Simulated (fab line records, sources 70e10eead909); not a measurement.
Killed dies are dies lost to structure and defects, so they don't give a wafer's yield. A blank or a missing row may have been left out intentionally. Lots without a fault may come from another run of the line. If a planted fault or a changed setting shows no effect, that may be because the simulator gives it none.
A struck lot beside a sound one / flow nand harc / 28 steps out of a route of 1302
Sound: these wafers, L970.1, L970.2, L970.6. Struck: wafers L960.1, L960.3, L960.4. The cause is named last.
Per side, at each step with rows, come the tool, then ch with its chambers, and then its first start. Under that, the readings that differ: sound wafers / struck wafers / difference of the means / sigmas: that difference in standard deviations of wafers without a fault.
alike: readings with means less than 2 such deviations apart, plus words and numbers identical on both sides. not compared: withheld readings, readings lacking a value on some wafer, bounds such as >300 that could conceal the same value, and numbers that have no deviation in the record and whose values overlap.
Wherever a step has rows on one side only, a row that says differs or no value, or a row with sigmas, the two part there. When numbers do not overlap yet have no deviation, they are printed without sigmas and do not part them. Lack of a reading on every wafer of one side parts them only where that side has two or more wafers.

first, 1 step without rows for these wafers: NHARC_A_ONON_D1_DEP_19 (target thk 1000 nm).
NHARC_A_ONON_D1_THK_MEAS_21: measures by ellipsometry.
  sound on film metro-01 at day 15 20:57; struck on film metro-02 at day 11 14:40
  alike: thk nm
next comes 1 step that has no rows for these wafers: NHARC_A_ONON_D1_DEP_22 (target thickness 1000 nm).
NHARC_A_ONON_D1_THK_MEAS_24: measures by ellipsometry.
  sound on film metro-01 at day 15 21:31; struck on film metro-01 at day 11 15:14
reading=thk nm (nm); sound=991 992 991; struck=1011 1012 1010; difference=+20; sigmas=+2
next comes 1 step that has no rows for these wafers: NHARC_A_ONON_D1_DEP_25 (target thickness 1000 nm).
NHARC_A_ONON_D1_THK_MEAS_27: measures by ellipsometry.
  sound on film metro-01 at day 15 22:05; struck on film metro-01 at day 11 15:48
reading=thk nm (nm); sound=987 988 987; struck=1012 1011 1013; difference=+25; sigmas=+2
next comes 1 step that has no rows for these wafers: NHARC_A_ONON_D1_DEP_28 (target thickness 1000 nm).
NHARC_A_ONON_D1_THK_MEAS_30: measures by ellipsometry.
  sound on film metro-01 at day 15 22:38; struck on film metro-02 at day 11 16:22
  alike: thk nm
NHARC_A_ONON_D1_DEP_33: deposits SiO2, target thk 200 nm.
  sound on pecvd-03 ch 0,1,2, day 15 22:42; struck on pecvd-03 ch 0,1,2, day 11 16:26
  alike: heater power w, throttle valve pct
  not compared: since wet clean h
NHARC_A_ONON_D1_THK_MEAS_34: measures by ellipsometry.
  sound on film metro-01 at day 15 23:07; struck on film metro-01 at day 11 16:50
  alike: thk nm
NHARC_A_ONON_D1_INSPECT_32:
  sound on defect inspect-01 at day 15 23:10; struck on defect inspect-01 at day 11 16:56
  alike: raw defect count
NHARC_A_CHANNEL_HOLE_D1_DEP_00: deposits aC, target thk 3100 nm.
  sound on acl dep-01 ch 0, day 15 23:14; struck on acl dep-01 ch 0, day 11 18:00
  alike: throttle valve pct
NHARC_A_CHANNEL_HOLE_D1_DEP_01: deposits SiON, target thk 140 nm.
  sound on pecvd-04 ch 1,2, day 16 01:10; struck on pecvd-02 ch 0,2, day 11 19:59
  alike: heater power w
  not compared: since wet clean h
then, 10 steps without rows for these wafers: NHARC_A_CHANNEL_HOLE_D1_DEHYDRATE_02 (time 120 s); NHARC_A_CHANNEL_HOLE_D1_HMDS_03 (time 30 s); NHARC_A_CHANNEL_HOLE_D1_COAT_36 (time 75 s); NHARC_A_CHANNEL_HOLE_D1_COAT_37 (time 65 s); NHARC_A_CHANNEL_HOLE_D1_COAT_04 (resist thk 90 nm); NHARC_A_CHANNEL_HOLE_D1_SOFTBAKE_05 (time 55 s); NHARC_A_CHANNEL_HOLE_D1_EBR_06; NHARC_A_CHANNEL_HOLE_D1_EXPOSE_07 (exposes mask HOLE D1, target cd 100 nm); NHARC_A_CHANNEL_HOLE_D1_PEB_08 (peb time 65 s); NHARC_A_CHANNEL_HOLE_D1_DEVELOP_09 (develop time 35 s).
NHARC_A_CHANNEL_HOLE_D1_CD_MEAS_10: the cd target is 100 nm.
  sound on cd sem-02 ch 0, day 16 01:43; struck on cd sem-02 ch 0, day 11 20:45
  alike: cd nm
NHARC_A_CHANNEL_HOLE_D1_OVL_MEAS_11:
  sound on overlay-02 at day 16 01:49; struck on overlay-02 at day 11 20:50
  alike: overlay x nm, overlay y nm
NHARC_A_CHANNEL_HOLE_D1_INSPECT_12:
  sound on defect inspect-01 at day 16 01:51; struck on defect inspect-01 at day 11 20:52
reading=raw defect count; sound=6 8 7; struck=14 20 12; difference=+8; sigmas=+3
NHARC_A_CHANNEL_HOLE_D1_DESCUM_15: chemistry O2, time 3 s.
  sound on rie diel-10 ch 0,1,3, day 16 01:55; struck on rie diel-10 ch 1,2,3, day 11 20:56
reading=oes product au (a.u.); sound=1.019 1.007 1.016; struck=0.995 0.994 0.995; difference=-0.019; sigmas=-2
  alike: drypump motor current A, rf vpp V, showerhead plenum p Torr, throttle valve pct
  not compared: rf hours counter h
-- record jumps: 16 days between struck wafers' starts before vs after; left off in module A_CHANNEL_HOLE_D1, resumes in module END, first step shown is number 1302 of the route --
NHARC_END_SORT_01:
  only the struck wafers appear in the record here, on prober-01 ch 0 at day 27 16:25; the sound ones have no rows

WHERE THEY PART
Last at NHARC_END_SORT_01 as far as this record goes, first at NHARC_A_ONON_D1_THK_MEAS_24.

WHY: whatever the simulator had introduced
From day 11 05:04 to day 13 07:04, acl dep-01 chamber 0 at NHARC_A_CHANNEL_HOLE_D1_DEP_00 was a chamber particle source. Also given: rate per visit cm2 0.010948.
